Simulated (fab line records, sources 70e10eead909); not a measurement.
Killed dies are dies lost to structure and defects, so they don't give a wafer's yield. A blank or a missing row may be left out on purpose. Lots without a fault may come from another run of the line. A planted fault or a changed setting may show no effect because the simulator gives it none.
fab line records | flow nand_harc
record lots=24 wafers=72 last_day=33
route steps=1302 shown P_M0@266 P_M2@335 P_BONDPAD@351
lots that met no fault: from a run of the same line without faults
start_h: hours from the record's first day to the start of the lot's first wafer shown | wait_h: hours since the lot's step before | " the same as in the row above | L1.1+2: a row that stands for several wafers | - no value, or no start given | * or withheld: withheld | < > ~ a bound
route shown NAME@n: a module of which the file shows steps, and the number in the route of the first | usual: mean/standard deviation of fault-free wafers | same: alike in all rows | chamber/n: place in a boat | sites: the reading at each site | _std_site: their standard deviation | _edge_site: outer sites' mean less inner sites' | radius_mm: how far each site lies from the wafer's centre | mask NAME#n: copy n | behind: the tool/chamber that last shaped the wafer | hold: why the lot was held/for how many hours/how that ended | device: the transistor (n, p or np) that didn't switch | end of line: the same wafers' tests at the end of the route | a step without rows: its recipe alone | killed: dies lost to structure and defects at the first sort, not the wafer's yield | map: a wafer's dies, x killed, . not, _ none there
set.NAME: the setting as run; set.NAME@STEP: as run at that earlier step | model.NAME: the simulator's own value behind a step, which no gauge read
steps of the route over a sample of lots; a table a step, a row a wafer
services: from which hour (start_h, from the record's first day; less than 0 if before it) a tool's chamber was out of use, for how many hours, and why
## steps
# step NHARC_P_M0_DESCUM_14
# recipe time_s=3 o2_flow_sccm=200 ar_flow_sccm=0 bias_power_w=0 chemistry=O2
# usual drypump_motor_current_A=5.91/0.27 oes_product_au=1.002/0.014 rf_vpp_V=57.8/0.79 showerhead_plenum_p_Torr=1.89/0.055 throttle_valve_pct=11.312/0.0098
# columns lot.wafer tool chamber start_h wait_h drypump_motor_current_A oes_product_au rf_hours_counter_h rf_vpp_V showerhead_plenum_p_Torr throttle_valve_pct
L074.3 rie_diel-05 1 120.72 0.1 6.07 1.004 20 56.8 1.82 11.306
L074.5 " 2 " " 6.10 0.986 - 59.0 1.92 11.312
L074.6 " 3 " " 5.75 0.981 - 58.3 1.87 11.314
L075.1 rie_diel-08 0 131.70 0.1 6.04 1.003 17 59.4 1.95 11.315
L075.5 " 0 " " 6.04 1.001 - 59.4 1.95 11.328
L075.6 " 1 " " 6.06 1.013 - 57.2 1.94 11.313
L076.1 rie_diel-05 0 140.64 0.1 5.39 0.990 27 56.9 1.89 11.320
L076.3 " 2 " " 6.09 0.995 25 57.8 1.92 11.322
L076.6 " 1 " " 6.05 0.994 - 58.4 1.82 11.309
L077.2 rie_diel-12 1 156.68 0.1 5.82 0.990 18 58.2 1.94 11.328
L077.4 " 0 " " 5.84 1.009 19 58.5 1.87 11.316
L077.6 " 1 " " 5.82 0.996 - 56.7 1.94 11.315
L078.2 rie_diel-05 0 160.69 0.1 5.42 0.989 31 57.9 1.89 11.301
L078.4 " 2 " " 6.09 1.002 28 58.8 1.92 11.320
L078.6 " 1 " " 6.07 1.010 - 57.9 1.82 11.295
L079.2 rie_diel-08 3 167.98 0.1 5.62 1.010 25 57.1 1.81 11.296
L079.1 " 2 " " 6.32 0.987 24 58.3 1.97 11.311
L079.6 " 3 " " 5.62 1.001 - 57.9 1.81 11.322
L080.3 rie_diel-08 2 188.28 0.1 6.35 0.996 27 58.5 1.97 11.326
L080.2 " 3 " " 5.62 1.016 29 57.3 1.81 11.303
L080.5 " 3 " " 5.61 1.011 - 59.3 1.81 11.309
L081.4 rie_diel-05 2 194.29 0.1 6.09 0.984 38 59.2 1.92 11.311
L081.5 " 1 " " 6.05 1.000 - 57.2 1.82 11.323
L081.6 " 2 " " 6.10 0.976 - 57.9 1.92 11.315
L082.2 rie_diel-05 2 202.45 0.1 6.04 0.977 39 58.4 1.92 11.331
L082.4 " 1 " " 6.07 0.998 46 56.1 1.82 11.302
L082.6 " 2 " " 6.06 0.992 - 57.8 1.92 11.315
L083.2 rie_diel-05 3 219.35 0.1 5.74 0.995 47 56.6 1.86 11.301
L083.4 " 0 " " 5.42 1.003 52 58.0 1.89 11.313
L083.1 " 1 " " 6.07 1.021 53 57.3 1.81 11.306
L084.3 rie_diel-05 1 222.54 0.1 6.08 1.027 55 57.8 1.81 11.320
L084.2 " 0 " " 5.41 1.004 53 57.0 1.89 11.307
L084.6 " 1 " " 6.06 1.010 - 57.6 1.81 11.305
L085.1 rie_diel-08 2 230.79 0.1 6.36 1.017 5 58.4 1.97 11.317
L085.3 " 3 " " 5.63 1.024 6 56.9 1.81 11.322
L085.6 " 3 " " 5.64 1.034 - 58.2 1.81 11.315
L086.1 rie_diel-08 2 239.26 0.1 6.31 1.010 7 56.9 1.96 11.310
L086.6 " 1 " " 6.06 1.016 - 57.3 1.93 11.301
L086.5 " 2 " " 6.32 1.008 - 57.9 1.96 11.316
L087.1 rie_diel-05 0 246.46 0.1 5.41 0.992 2 58.5 1.88 11.310
L087.4 " 1 " " 6.06 1.024 2 58.3 1.81 11.315
L087.3 " 2 " " 6.11 1.009 2 58.3 1.91 11.318
L088.3 rie_diel-08 2 270.73 0.1 6.34 1.020 12 57.7 1.96 11.305
L088.4 " 3 " " 5.62 0.999 14 57.2 1.80 11.318
L088.6 " 2 " " 6.32 1.014 - 59.0 1.96 11.317
L089.1 rie_diel-08 1 271.65 0.2 6.04 1.011 14 58.2 1.93 11.318
L089.3 " 2 " " 6.32 1.017 13 57.9 1.96 11.315
L089.2 " 0 " " 6.05 1.001 13 58.3 1.94 11.313
L091.3 rie_diel-08 1 297.06 0.1 6.04 1.001 21 58.6 1.93 11.302
L091.1 " 3 " " 5.61 1.000 21 57.3 1.80 11.311
L091.2 " 0 " " 6.08 0.994 19 58.4 1.94 11.326
L090.2 rie_diel-12 0 297.77 0.1 5.87 1.003 8 56.9 1.86 11.323
L090.1 " 1 " " 5.83 0.995 8 58.9 1.93 11.301
L090.5 " 3 " " 5.57 0.985 - 58.6 1.83 11.323
L093.3 rie_diel-12 3 309.89 0.1 5.59 0.987 9 56.5 1.83 11.318
L093.1 " 0 " " 5.79 1.012 10 58.5 1.86 11.298
L093.5 " 0 " " 5.82 1.003 - 56.7 1.86 11.317
L092.2 rie_diel-05 0 310.79 0.1 5.42 0.976 25 57.6 1.88 11.315
L092.4 " 1 " " 6.07 1.022 26 58.5 1.80 11.304
L092.6 " 3 " " 5.72 0.988 - 57.9 1.86 11.328
L094.4 rie_diel-08 3 326.43 0.1 5.62 1.001 24 58.3 1.80 11.313
L094.3 " 0 " " 6.05 1.003 24 57.3 1.94 11.316
L094.5 " 2 " " 6.33 1.004 - 56.9 1.96 11.295
L095.3 rie_diel-08 3 338.23 0.1 5.63 1.005 26 56.4 1.80 11.326
L095.2 " 1 " " 6.03 1.024 26 59.2 1.93 11.305
L095.6 " 0 " " 6.04 1.001 - 58.3 1.94 11.318
L096.4 rie_diel-05 0 343.08 0.1 5.40 0.987 40 57.5 1.87 11.314
L096.2 " 1 " " 6.06 1.028 40 56.9 1.80 11.303
L096.1 " 2 " " 6.09 1.019 35 58.5 1.90 11.323
L097.4 rie_diel-05 1 344.29 0.1 6.07 1.028 40 57.7 1.80 11.298
L097.6 " 1 " " 6.05 1.023 - 57.3 1.80 11.330
L097.5 " 2 " " 6.07 1.020 - 58.2 1.90 11.316
# step NHARC_P_M2_STRIP_18
# recipe power_w=1000 n2_flow_sccm=150 h2_flow_sccm=150 ar_flow_sccm=0 bias_w=0 chemistry=N2/H2
# usual drypump_motor_current_A=5.7/0.5 h2_flow_sccm=150.0/0.43 oes_product_au=0.996/0.017 rf_vpp_V=91.0/1.1 showerhead_plenum_p_Torr=2.08/0.094 throttle_valve_pct=14.171/0.0084
# columns lot.wafer tool chamber start_h wait_h drypump_motor_current_A h2_flow_sccm oes_product_au rf_hours_counter_h rf_vpp_V showerhead_plenum_p_Torr throttle_valve_pct
L074.3 rie_diel-13 3 129.39 0.1 6.2 150.5 1.019 11 90.9 1.98 14.163
L074.6 " 2 " " 6.6 150.4 1.005 - 92.4 2.15 14.164
L074.5 " 3 " " 6.2 150.5 1.019 - 91.2 1.98 14.157
L075.1 rie_diel-07 3 140.36 0.1 5.6 150.3 0.985 0 89.7 2.00 14.159
L075.6 " 1 " " 5.0 149.2 0.992 - 91.5 2.16 14.170
L075.5 " 2 " " 5.7 150.0 1.021 - 90.3 1.90 14.167
L076.3 rie_diel-07 0 149.25 0.1 6.5 150.3 0.986 1 89.5 1.99 14.184
L076.1 " 2 " " 5.7 149.9 1.018 1 88.5 1.90 14.173
L076.6 " 1 " " 5.0 149.8 0.997 - 91.4 2.15 14.173
L077.4 rie_diel-07 1 165.53 0.1 5.0 150.4 0.985 1 92.5 2.16 14.178
L077.2 " 3 " " 5.7 150.1 0.975 1 91.3 2.00 14.166
L077.6 " 1 " " 5.0 151.4 1.003 - 92.6 2.16 14.191
L078.4 rie_diel-07 2 169.24 0.1 5.7 149.3 1.021 1 89.6 1.90 14.158
L078.2 " 1 " " 5.0 150.0 0.999 1 92.3 2.16 14.172
L078.6 " 3 " " 5.7 150.8 0.978 - 89.4 2.00 14.173
L079.2 rie_diel-09 3 176.71 0.1 5.7 149.4 0.977 1 91.9 2.20 14.176
L079.1 " 1 " " 5.9 149.1 1.001 1 92.5 2.13 14.171
L079.6 " 2 " " 5.2 150.7 0.982 - 92.4 2.20 14.164
L080.3 rie_diel-13 2 197.00 0.1 6.5 150.5 1.008 0 89.1 2.15 14.175
L080.2 " 3 " " 6.2 149.2 1.008 0 90.5 1.98 14.168
L080.5 " 0 " " 5.7 149.8 0.995 - 89.9 2.03 14.168
L081.4 rie_diel-13 0 202.81 0.1 5.7 150.4 0.997 1 91.5 2.03 14.172
L081.5 " 0 " " 5.7 149.7 0.998 - 91.4 2.03 14.181
L081.6 " 1 " " 5.0 149.8 1.002 - 90.5 2.17 14.163
L082.2 rie_diel-09 1 211.21 0.1 5.9 150.2 0.999 2 90.3 2.13 14.176
L082.4 " 0 " " 5.3 150.5 0.977 3 91.4 2.06 14.190
L082.6 " 2 " " 5.2 150.3 0.984 - 92.6 2.19 14.173
L083.1 rie_diel-13 1 227.79 0.1 4.9 149.5 0.996 5 91.0 2.17 14.171
L083.2 " 3 " " 6.2 150.1 1.023 5 90.9 1.98 14.179
L083.4 " 0 " " 5.7 150.0 1.004 - 91.7 2.03 14.169
L084.2 rie_diel-09 1 231.10 0.1 5.9 149.7 1.004 4 90.7 2.13 14.160
L084.3 " 2 " " 5.2 150.2 0.986 4 91.9 2.19 14.159
L084.6 " 0 " " 5.3 149.5 0.967 - 90.3 2.06 14.164
L085.3 rie_diel-07 0 240.20 0.1 6.5 149.6 0.985 6 89.8 1.98 14.166
L085.1 " 1 " " 5.0 150.1 0.989 5 91.0 2.15 14.172
L085.6 " 0 " " 6.5 150.0 0.981 - 91.4 1.98 14.166
L086.1 rie_diel-09 1 247.71 0.1 5.9 150.0 1.017 4 92.0 2.13 14.166
L086.6 " 3 " " 5.7 150.0 0.974 - 92.2 2.20 14.158
L086.5 " 0 " " 5.3 149.9 0.969 - 91.8 2.06 14.179
L087.1 rie_diel-13 3 254.93 0.1 6.2 150.2 1.028 8 90.3 1.98 14.174
L087.3 " 0 " " 5.7 150.7 1.003 7 90.4 2.03 14.177
L087.4 " 0 " " 5.7 150.3 0.995 - 89.4 2.03 14.174
L088.4 rie_diel-09 1 280.78 0.1 5.9 149.4 1.018 6 89.3 2.13 14.173
L088.3 " 3 " " 5.7 149.9 0.998 6 92.0 2.20 14.168
L088.6 " 0 " " 5.3 150.1 0.978 - 89.5 2.06 14.168
L089.1 rie_diel-13 1 281.11 0.1 4.9 150.7 1.021 9 90.3 2.17 14.176
L089.3 " 2 " " 6.6 150.1 1.021 5 90.5 2.15 14.175
L089.2 " 3 " " 6.2 149.7 1.016 9 89.7 1.98 14.164
L091.3 rie_diel-07 0 305.71 0.1 6.5 149.9 0.989 1 90.4 1.98 14.169
L091.1 " 1 " " 5.0 149.5 0.990 1 91.9 2.15 14.182
L091.2 " 2 " " 5.7 150.7 0.983 0 90.4 1.89 14.157
L090.2 rie_diel-09 3 306.67 0.1 5.7 150.5 0.980 8 92.5 2.20 14.163
L090.1 " 0 " " 5.3 149.9 0.964 8 91.5 2.06 14.163
L090.5 " 0 " " 5.3 149.7 0.969 - 92.7 2.06 14.160
L093.1 rie_diel-13 0 318.89 0.1 5.7 149.5 1.007 13 89.2 2.03 14.160
L093.3 " 1 " " 4.9 150.2 1.010 14 90.4 2.17 14.167
L093.5 " 2 " " 6.5 149.2 1.009 - 90.6 2.14 14.163
L092.2 rie_diel-09 0 319.47 0.1 5.4 149.0 0.965 8 90.5 2.06 14.177
L092.4 " 1 " " 5.9 149.8 0.990 8 92.5 2.13 14.178
L092.6 " 0 " " 5.3 150.8 0.971 - 90.9 2.06 14.169
L094.4 rie_diel-13 1 335.06 0.1 4.9 150.0 1.008 15 92.4 2.17 14.163
L094.3 " 2 " " 6.6 150.3 1.013 10 90.4 2.14 14.160
L094.5 " 0 " " 5.7 150.1 1.008 - 90.2 2.03 14.173
L095.2 rie_diel-09 0 347.21 0.1 5.3 149.6 0.986 1 92.4 2.06 14.163
L095.3 " 1 " " 5.9 149.7 1.018 1 90.9 2.13 14.163
L095.6 " 3 " " 5.7 150.1 0.990 - 92.0 2.20 14.164
L096.2 rie_diel-09 1 351.81 0.1 5.9 149.9 1.013 1 92.1 2.13 14.170
L096.1 " 2 " " 5.2 149.7 1.014 1 91.9 2.19 14.172
L096.4 " 0 " " 5.3 149.2 0.986 1 91.9 2.06 14.155
L097.4 rie_diel-07 0 352.91 0.1 6.5 149.9 1.004 3 90.0 1.98 14.163
L097.5 " 3 " " 5.7 149.8 0.980 - 89.9 1.99 14.170
L097.6 " 0 " " 6.5 150.7 0.995 - 90.3 1.98 14.179
# step NHARC_P_BONDPAD_DEP_00
# recipe target_thk_a=2500 temp_c=370 target_thk_nm=250 pressure_torr=3 flow_sccm=200 rf_w=450 material=SiCN
# usual heater_power_w=608/85
# columns lot.wafer tool chamber start_h wait_h heater_power_w
L074.3 pecvd-03 2 132.20 - 501
L074.5 " 0 " " 660
L074.6 " 2 " " 502
L075.1 pecvd-02 1 - - 601
L075.6 " 2 " " 599
L075.5 " 0 " " 427
L076.1 pecvd-02 0 152.03 - 391
L076.3 " 2 " " 616
L076.6 " 1 " " 600
L077.2 pecvd-01 0 168.36 - 625
L077.6 " 1 " " 604
L077.4 " 2 " " 608
L078.2 pecvd-02 1 172.01 - 509
L078.4 " 1 " " 538
L078.6 " 0 " " 427
L079.2 pecvd-02 2 179.47 - 661
L079.1 " 1 " " 608
L079.6 " 0 " " 408
L080.2 pecvd-01 0 199.71 - 694
L080.3 " 1 " " 676
L080.5 " 1 " " 684
L081.4 pecvd-01 0 205.92 - 676
L081.5 " 1 " " 725
L081.6 " 2 " " 647
L082.2 pecvd-01 1 213.97 - 604
L082.4 " 2 " " 660
L082.6 " 0 " " 638
L083.1 pecvd-03 2 230.62 - 537
L083.2 " 0 " " 696
L083.4 " 2 " " 434
L084.2 pecvd-03 0 - - 628
L084.3 " 2 " " 532
L084.6 " 0 " " 646
L085.3 pecvd-01 0 242.94 - 622
L085.1 " 2 " " 612
L085.6 " 2 " " 642
L086.1 pecvd-01 1 250.51 - 731
L086.6 " 0 " " 673
L086.5 " 1 " " 747
L087.3 pecvd-03 1 257.73 - 601
L087.1 " 0 " " 693
L087.4 " 0 " " 697
L088.3 pecvd-03 2 283.55 - 534
L088.6 " 1 " " 643
L088.4 " 2 " " 521
L089.2 pecvd-01 2 283.86 - 556
L089.1 " 0 " " 675
L089.3 " 1 " " 716
L091.2 pecvd-03 1 308.44 - 644
L091.3 " 2 " " 513
L091.1 " 0 " " 648
L090.2 pecvd-03 0 309.45 - 723
L090.1 " 2 " " 495
L090.5 " 2 " " 520
L093.1 pecvd-03 0 321.84 0.4 659
L093.3 " 1 " " 647
L093.5 " 0 " " 674
L092.2 pecvd-03 1 322.24 - 649
L092.4 " 0 " " 715
L092.6 " 0 " " 728
L094.3 pecvd-03 0 337.82 - 734
L094.5 " 2 " " 472
L094.4 " 1 " " 576
L095.3 pecvd-02 0 350.03 - 422
L095.2 " 1 " " 564
L095.6 " 1 " " 603
L096.2 pecvd-02 0 354.60 - 496
L096.1 " 1 " " 654
L096.4 " 2 " " 683
L097.5 pecvd-01 1 355.78 - 565
L097.4 " 2 " " 587
L097.6 " 0 " " 618
# step NHARC_P_BONDPAD_ETCH_24
# recipe target_depth_a=300 over_etch_frac=0.3 time_s=72.99 ion_energy_ev=150 cf4_flow_sccm=50 n2_flow_sccm=100 ar_flow_sccm=150 rf_w=300 bias_w=100 chemistry=CF4/N2
# usual drypump_motor_current_A=5.7/0.56 oes_product_au=1.003/0.015 rf_vpp_V=313.9/2.1 showerhead_plenum_p_Torr=2.61/0.12 throttle_valve_pct=19.794/0.0085
# columns lot.wafer tool chamber start_h wait_h drypump_motor_current_A oes_product_au rf_hours_counter_h rf_vpp_V showerhead_plenum_p_Torr throttle_valve_pct
L074.3 rie_diel-10 1 - - 5.7 1.013 3.1 317.5 2.74 19.813
L074.5 " 0 " " 4.9 1.005 - 312.8 2.61 19.789
L074.6 " 1 " " 5.7 0.997 - 315.5 2.74 19.792
L075.1 rie_diel-01 2 - - 5.8 0.986 6.1 311.9 2.56 19.790
L075.5 " 2 " " 5.9 0.982 - 314.3 2.56 19.793
L075.6 " 3 " " 5.9 1.030 - 313.0 2.48 19.794
L076.3 rie_diel-02 3 - - 6.2 1.010 2.7 310.8 2.46 19.800
L076.1 " 2 " " 5.0 0.998 2.9 312.8 2.58 19.774
L076.6 " 0 " " 5.2 0.990 - 313.3 2.51 19.794
L077.4 rie_diel-10 0 - - 4.9 0.996 6.1 314.4 2.61 19.796
L077.2 " 3 " " 5.0 1.015 6.4 316.5 2.74 19.799
L077.6 " 1 " " 5.7 1.005 - 314.9 2.74 19.786
L078.2 rie_diel-01 0 - - 6.2 1.007 10.4 315.1 2.76 19.785
L078.4 " 1 " " 5.2 1.006 9.2 317.6 2.81 19.772
L078.6 " 2 " " 5.9 0.985 - 312.4 2.56 19.786
L079.2 rie_diel-02 0 - - 5.2 0.987 3.5 312.6 2.51 19.809
L079.1 " 1 " " 6.6 0.954 3.3 315.2 2.70 19.795
L079.6 " 2 " " 4.9 1.010 - 313.3 2.58 19.792
L080.2 rie_diel-02 3 201.72 0.1 6.2 0.998 3.6 312.7 2.46 19.791
L080.3 " 2 " " 4.9 1.004 3.7 313.8 2.58 19.789
L080.5 " 2 " " 5.0 1.006 - 312.0 2.58 19.804
L081.5 rie_diel-10 3 207.93 0.2 5.0 1.018 - 314.3 2.74 19.807
L081.6 " 1 " " 5.7 1.016 - 317.3 2.74 19.791
L081.4 " 2 " " 6.1 1.004 - 313.5 2.64 19.799
L082.4 rie_diel-01 1 - - 5.2 1.031 0.2 316.2 2.81 19.790
L082.2 " 3 " " 5.9 1.026 0.2 311.1 2.48 19.783
L082.6 " 2 " " 5.9 0.991 - 313.4 2.56 19.794
L083.4 rie_diel-01 3 - - 5.9 1.027 1.0 312.0 2.48 19.793
L083.1 " 0 " " 6.2 1.005 1.3 315.3 2.76 19.789
L083.2 " 1 " " 5.2 1.023 1.3 318.0 2.81 19.785
L084.3 rie_diel-02 2 - - 5.0 1.006 0.6 313.5 2.57 19.794
L084.2 " 0 " " 5.2 0.978 0.5 311.7 2.51 19.794
L084.6 " 1 " " 6.6 0.990 - 315.6 2.70 19.809
L085.3 rie_diel-01 2 - - 5.9 1.001 1.3 313.7 2.56 19.801
L085.1 " 3 " " 5.9 1.028 1.3 311.2 2.48 19.793
L085.6 " 2 " " 5.9 1.006 - 313.2 2.56 19.806
L086.1 rie_diel-01 0 - - 6.2 1.009 1.8 315.7 2.76 19.811
L086.5 " 0 " " 6.2 1.009 - 316.3 2.76 19.804
L086.6 " 1 " " 5.3 1.022 - 317.7 2.81 19.809
L087.1 rie_diel-02 3 259.74 0.1 6.3 1.006 1.2 311.9 2.46 19.786
L087.3 " 1 " " 6.6 0.992 1.1 315.2 2.70 19.799
L087.4 " 3 " " 6.2 0.997 - 311.9 2.46 19.789
L088.4 rie_diel-01 2 - - 5.9 1.003 2.7 313.5 2.56 19.786
L088.3 " 0 " " 6.2 1.009 2.7 317.4 2.76 19.786
L088.6 " 1 " " 5.2 1.020 - 315.7 2.81 19.792
L089.1 rie_diel-01 2 - - 5.9 0.996 2.8 313.2 2.56 19.794
L089.3 " 3 " " 5.9 1.010 2.4 310.5 2.48 19.795
L089.2 " 1 " " 5.2 1.003 3.1 317.0 2.81 19.803
L091.3 rie_diel-02 0 - - 5.2 0.977 2.3 311.4 2.51 19.795
L091.2 " 2 " " 5.0 0.991 2.7 313.2 2.57 19.796
L091.1 " 3 " " 6.2 1.005 2.5 311.8 2.46 19.794
L090.2 rie_diel-02 3 - - 6.2 1.008 2.5 312.1 2.46 19.789
L090.1 " 1 " " 6.6 0.988 2.7 315.4 2.70 19.796
L090.5 " 2 " " 4.9 0.987 - 314.0 2.57 19.773
L093.1 rie_diel-02 0 - - 5.3 0.981 2.7 311.6 2.51 19.807
L093.3 " 2 " " 5.0 0.995 3.3 314.5 2.57 19.791
L093.5 " 0 " " 5.3 0.981 - 312.3 2.51 19.793
L092.2 rie_diel-10 2 324.27 0.1 6.1 1.008 4.4 315.0 2.64 19.803
L092.6 " 2 " " 6.0 1.012 - 314.2 2.64 19.793
L092.4 " 3 " " 5.0 1.015 - 316.8 2.74 19.796
L094.4 rie_diel-02 0 - - 5.2 0.985 2.9 313.0 2.51 19.779
L094.3 " 1 " " 6.7 0.991 3.4 315.0 2.70 19.795
L094.5 " 0 " " 5.2 0.984 - 312.3 2.51 19.800
L095.2 rie_diel-01 1 - - 5.3 1.024 6.4 317.3 2.81 19.793
L095.3 " 3 " " 5.9 1.014 5.3 312.2 2.48 19.786
L095.6 " 2 " " 5.9 0.987 - 313.6 2.56 19.797
L096.1 rie_diel-02 3 - - 6.2 1.012 3.8 313.1 2.45 19.797
L096.2 " 2 " " 4.9 0.990 4.1 314.5 2.57 19.787
L096.4 " 2 " " 5.0 0.997 - 311.7 2.57 19.783
L097.4 rie_diel-01 1 - - 5.2 1.014 6.5 316.6 2.81 19.793
L097.6 " 2 " " 5.9 0.991 - 313.1 2.56 19.797
L097.5 " 3 " " 5.9 1.011 - 312.2 2.48 19.797
# step NHARC_P_BONDPAD_CMP_19
# recipe t_overpolish_s=30 cu_recess_touch_s=16 target_thk_nm=160.81
# usual edge_zone_pressure_frac=0.999/0.0051 motor_current_A=12.3/1.5 overpolish_run_s=30.001/0.0086
# columns lot.wafer tool chamber start_h wait_h edge_zone_pressure_frac motor_current_A overpolish_run_s
L074.3 cmp-03 2 135.56 - 0.994 10.4 29.994
L074.6 " 3 " " 1.007 10.9 30.010
L074.5 " 0 " " 0.994 13.3 30.002
L075.1 cmp-02 2 146.53 - 0.999 10.9 29.998
L075.6 " 1 " " 1.008 13.6 30.011
L075.5 " 2 " " 0.999 11.0 30.000
L076.1 cmp-03 0 155.55 - 1.003 13.8 29.998
L076.3 " 1 " " 1.004 13.7 29.998
L076.6 " 3 " " 0.998 11.2 30.009
L077.2 cmp-02 0 171.85 - 0.996 11.2 30.014
L077.4 " 1 " " 0.998 13.7 29.993
L077.6 " 3 " " 1.002 12.5 29.997
L078.2 cmp-03 0 175.53 - 1.003 13.9 30.005
L078.4 " 2 " " 0.989 10.2 29.978
L078.6 " 0 " " 1.002 13.3 29.998
L079.2 cmp-02 0 182.90 - 0.996 11.1 30.009
L079.1 " 1 " " 1.006 13.7 29.998
L079.6 " 2 " " 1.001 11.4 30.001
L080.3 cmp-03 1 203.25 - 0.995 12.5 29.992
L080.2 " 2 " " 0.995 10.5 30.006
L080.5 " 1 " " 0.998 13.5 30.004
L081.4 cmp-01 0 209.46 - 1.010 11.0 29.998
L081.6 " 2 " " 0.998 13.9 29.999
L081.5 " 3 " " 0.989 10.7 29.995
L082.4 cmp-03 2 217.43 - 0.997 10.8 30.009
L082.2 " 0 " " 1.009 13.9 29.999
L082.6 " 2 " " 0.990 10.7 30.001
L083.1 cmp-01 3 234.06 - 0.993 10.5 29.999
L083.4 " 0 " " 0.988 10.7 29.997
L083.2 " 1 " " 0.997 14.1 30.006
L084.3 cmp-01 3 237.33 - 0.998 11.3 30.008
L084.2 " 0 " " 0.995 11.6 29.993
L084.6 " 2 " " 1.002 13.1 29.993
L085.3 cmp-03 0 246.48 - 0.993 13.1 29.996
L085.1 " 3 " " 0.989 10.8 30.010
L085.6 " 0 " " 0.995 14.3 30.004
L086.1 cmp-02 2 253.95 - 0.997 10.8 29.998
L086.5 " 0 " " 0.995 11.0 30.017
L086.6 " 1 " " 1.007 14.0 29.979
L087.1 cmp-01 2 261.23 - 1.004 13.0 29.999
L087.3 " 3 " " 0.998 10.4 30.004
L087.4 " 0 " " 1.008 11.0 29.993
L088.3 cmp-02 1 287.03 - 1.003 14.0 30.010
L088.4 " 2 " " 0.991 11.0 29.999
L088.6 " 0 " " 0.999 10.7 30.012
L089.3 cmp-02 3 288.00 - 1.003 13.0 30.010
L089.1 " 0 " " 0.994 11.3 30.015
L089.2 " 1 " " 1.007 13.9 30.005
L091.2 cmp-01 0 311.95 - 0.999 10.7 30.008
L091.1 " 1 " " 0.996 14.9 29.995
L091.3 " 2 " " 0.995 13.7 30.008
L090.1 cmp-03 2 312.99 - 0.992 10.1 30.009
L090.2 " 3 " " 0.994 10.8 30.002
L090.5 " 1 " " 1.006 13.9 30.008
L093.1 cmp-03 2 325.47 - 1.000 11.1 30.003
L093.3 " 3 " " 1.000 11.2 29.998
L093.5 " 2 " " 0.995 10.1 30.002
L092.4 cmp-02 1 325.76 - 0.991 14.2 30.011
L092.2 " 3 " " 1.001 13.0 30.008
L092.6 " 2 " " 1.006 10.6 29.983
L094.4 cmp-01 1 341.13 - 1.001 14.9 30.001
L094.3 " 2 " " 0.992 13.1 30.004
L094.5 " 1 " " 1.002 15.2 30.004
L095.2 cmp-02 1 353.52 - 1.004 14.7 30.022
L095.3 " 2 " " 0.997 10.6 30.002
L095.6 " 0 " " 0.996 11.2 29.988
L096.2 cmp-03 0 357.98 - 0.997 13.6 29.992
L096.1 " 1 " " 0.987 14.0 29.994
L096.4 " 2 " " 1.005 10.8 30.005
L097.4 cmp-02 0 359.15 - 1.003 11.4 30.014
L097.5 " 0 " " 1.003 11.1 30.015
L097.6 " 1 " " 1.005 13.9 29.993
# step NHARC_P_BONDPAD_INSPECT_23
# usual raw_defect_count=322/110
# columns lot.wafer tool chamber start_h wait_h raw_defect_count
L074.3 defect_inspect-01 - 136.02 0.0 156
L074.5 " - " " 252
L074.6 " - " " 248
L075.1 defect_inspect-01 - 147.05 0.0 447
L075.5 " - " " 445
L075.6 " - " " 462
L076.1 defect_inspect-01 - 156.07 0.0 503
L076.3 " - " " 372
L076.6 " - " " 538
L077.2 defect_inspect-02 - 172.35 0.0 608
L077.4 " - " " 413
L077.6 " - " " 304
L078.2 defect_inspect-02 - 176.02 0.0 270
L078.4 " - " " 286
L078.6 " - " " 206
L079.1 defect_inspect-02 - 183.42 0.0 616
L079.2 " - " " 497
L079.6 " - " " 538
L080.2 defect_inspect-02 - 203.80 0.0 229
L080.3 " - " " 171
L080.5 " - " " 174
L081.4 defect_inspect-01 - 209.93 0.0 385
L081.5 " - " " 240
L081.6 " - " " 284
L082.2 defect_inspect-02 - 217.98 0.0 194
L082.4 " - " " 345
L082.6 " - " " 346
L083.1 defect_inspect-01 - 234.61 0.0 412
L083.2 " - " " 304
L083.4 " - " " 314
L084.2 defect_inspect-01 - 237.84 0.0 304
L084.3 " - " " 272
L084.6 " - " " 251
L085.1 defect_inspect-02 - 247.03 0.0 220
L085.3 " - " " 229
L085.6 " - " " 264
L086.1 defect_inspect-01 - 254.44 0.0 278
L086.5 " - " " 377
L086.6 " - " " 374
L087.1 defect_inspect-01 - 261.76 0.0 216
L087.3 " - " " 355
L087.4 " - " " 255
L088.3 defect_inspect-01 - 287.50 0.0 214
L088.4 " - " " 200
L088.6 " - " " 193
L089.1 defect_inspect-02 - 288.53 0.0 333
L089.2 " - " " 364
L089.3 " - " " 198
L091.1 defect_inspect-01 - 312.56 0.0 299
L091.2 " - " " 296
L091.3 " - " " 361
L090.1 defect_inspect-01 - 313.46 0.0 184
L090.2 " - " " 401
L090.5 " - " " 307
L093.1 defect_inspect-02 - 325.99 0.0 246
L093.3 " - " " 174
L093.5 " - " " 199
L092.2 defect_inspect-01 - 326.31 0.0 463
L092.4 " - " " 390
L092.6 " - " " 293
L094.3 defect_inspect-01 - 341.68 0.0 414
L094.4 " - " " 273
L094.5 " - " " 365
L095.2 defect_inspect-02 - 354.02 0.0 235
L095.3 " - " " 286
L095.6 " - " " 349
L096.1 defect_inspect-01 - 358.50 0.0 260
L096.2 " - " " 165
L096.4 " - " " 270
L097.4 defect_inspect-02 - 359.67 0.0 226
L097.5 " - " " 304
L097.6 " - " " 280
## services
# columns tool chamber start_h hours kind
cmp-02 - 103.27 0.5 repair
rie_diel-02 3 104.95 3.3 repair
rie_diel-08 1 122.07 2.4 repair
pecvd-03 - 122.59 0.4 repair
rie_diel-08 - 168.38 0.7 repair
rie_diel-02 1 172.77 5.8 repair
rie_diel-08 0 175.51 5.1 repair
pecvd-03 0 183.99 2.0 repair
rie_diel-01 0 185.15 2.8 repair
pecvd-03 - 185.74 13.0 pm
rie_diel-08 0 188.04 25.0 repair
rie_diel-08 - 190.80 9.0 pm
rie_diel-02 0 193.02 16.8 repair
rie_diel-01 - 203.80 9.0 pm
rie_diel-02 - 207.39 1.0 repair
pecvd-03 - 211.65 1.2 repair
rie_diel-02 - 216.70 9.0 pm
rie_diel-08 2 221.09 4.1 repair
rie_diel-05 - 229.62 9.0 pm
rie_diel-02 0 255.60 7.1 repair
rie_diel-01 2 294.55 8.8 repair
rie_diel-01 - 307.05 0.8 repair
pecvd-03 2 319.45 6.8 repair
pecvd-03 - 346.67 1.6 repair
## key
fault none
